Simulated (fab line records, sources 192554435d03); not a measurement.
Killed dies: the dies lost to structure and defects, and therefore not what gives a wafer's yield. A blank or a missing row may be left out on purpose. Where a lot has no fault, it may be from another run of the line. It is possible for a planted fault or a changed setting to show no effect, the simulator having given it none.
Which tool is to blame? ; flow n5-finfet ; 36 wafers from 12 lots sampled at 2 of the route's 1938 steps

WHAT THE GAUGES SHOWED, per wafer
N5_SDB_CD_MEAS_11: target cd 50 nm.
lot;measured;on;cd-nm (nm)
L075;day 4 00:52;cd-sem-01;50.8 51.7 51.1
L077;day 4 13:10;cd-sem-03;50.7 50.2 51.3
L079;day 4 23:43;cd-sem-02;48.7 48.6 48.4
L081;day 5 13:07;cd-sem-03;50.1 50.2 48.0
L083;day 5 22:26;cd-sem-01;46.7 50.3 49.1
L085;day 6 13:26;cd-sem-02;49.2 49.5 50.4
L087;day 6 22:18;cd-sem-02;50.4 51.1 51.9
L089;day 7 13:33;cd-sem-03;49.3 47.1 49.5
L091;day 8 00:37;cd-sem-02;49.3 49.2 48.9
L093;day 8 09:19;cd-sem-01;49.7 51.0 50.6
L095;day 9 02:45;cd-sem-02;50.1 49.8 50.5
L097;day 9 11:49;cd-sem-03;47.8 50.2 49.2

EACH LOT AND THE TOOL THAT RAN IT (in order: tool; ch and the chambers of the sampled wafers; start)
lot;N5_SD_EPI_P_STRIP_40
L075;plasma-asher-01 ch 0,1, day 3 12:56
L077;plasma-asher-02 ch 1, day 4 01:41
L079;plasma-asher-02 ch 0,1, day 4 13:09
L081;plasma-asher-02 ch 0,1, day 5 02:50
L083;plasma-asher-02 ch 0,1, day 5 12:01
L085;plasma-asher-01 ch 0,1, day 6 02:09
L087;plasma-asher-02 ch 0,1, day 6 11:53
L089;plasma-asher-01 ch 0,1, day 7 02:47
L091;plasma-asher-02 ch 0,1, day 7 12:59
L093;plasma-asher-02 ch 0,1, day 7 22:50
L095;plasma-asher-02 ch 0,1, day 8 15:55
L097;plasma-asher-02 ch 0,1, day 9 00:33
- N5_SD_EPI_P_STRIP_40: strips in N2/H2.

THE ANSWER, worked out from the rows above alone
Rule: what is usual is taken from the lots themselves. Put in order of their means at a reading, lots are off if they are a third of the lots or fewer, leave a main group of 4 or more, and stand apart from it by a gap of 3 or more times the standard deviation of the main group's means; of several such gaps the widest counts. If all means in a main group match to the digits the tables above print for the reading, that group is not used. Also off: a lot with no number at a reading for which 4 or more lots have one. The other lots that the step has rows for count as sound.
Across all readings shown, no lot is off: no conclusion can be drawn from this.

WHAT WAS PUT IN BY THE SIMULATOR
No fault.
